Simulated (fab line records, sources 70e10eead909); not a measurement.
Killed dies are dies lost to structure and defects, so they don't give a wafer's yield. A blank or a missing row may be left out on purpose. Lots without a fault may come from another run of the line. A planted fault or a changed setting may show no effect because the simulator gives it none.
Chamber matching | flow nand_harc | NHARC_P_BONDPAD_ETCH_37 on rie_diel-08: 4 sister chambers
The step etches the open film in N2/H2, target depth 60 nm, overetch 18 nm, time 65.91 s. 4 wafers are shown with their chamber, then 7 later ones without.

WAFERS WITH THEIR CHAMBER
wafer  | chamber | rf_vpp_V (V)
L286.2 | 2       | 426
L286.5 | 1       | 435
L290.2 | 0       | 433
L290.3 | 3       | 425

WAFERS WITHOUT THEIR CHAMBER
wafer  | rf_vpp_V (V)
L290.4 | 436
L299.2 | 426
L299.3 | 434
L299.6 | 435
L304.2 | 433
L304.3 | 434
L304.4 | 429

WHICH CHAMBER EACH WENT THROUGH
wafer  | from the rows above          | in truth
L290.4 | can't be placed: 1 or 0      | 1
L299.2 | can't be placed: 2 or 3      | 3
L299.3 | can't be placed: 0 or 1      | 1
L299.6 | can't be placed: 1 or 0      | 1
L304.2 | can't be placed: 0 or 1      | 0
L304.3 | can't be placed: 0 or 1      | 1
L304.4 | can't be placed: 2 or 0 or 3 | 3
Placed correctly: 0 of 7. Can't be placed from these rows: 7 (the true chamber is among the candidates in 7). Placed wrongly: 0.
How it was worked out, from the rows above alone: a wafer's distance from a chamber is the root of the sum, over the readings, of the square of ((its reading less the chamber's mean) divided by the reading's scatter). The wafer belongs to the nearest chamber; if the next one is less than 2 further off, it can't be placed. A chamber's mean is the mean of its shown wafers. The scatter: with one shown wafer a chamber, the root of the mean of the squares of how far each hidden wafer lies from its nearest shown one.
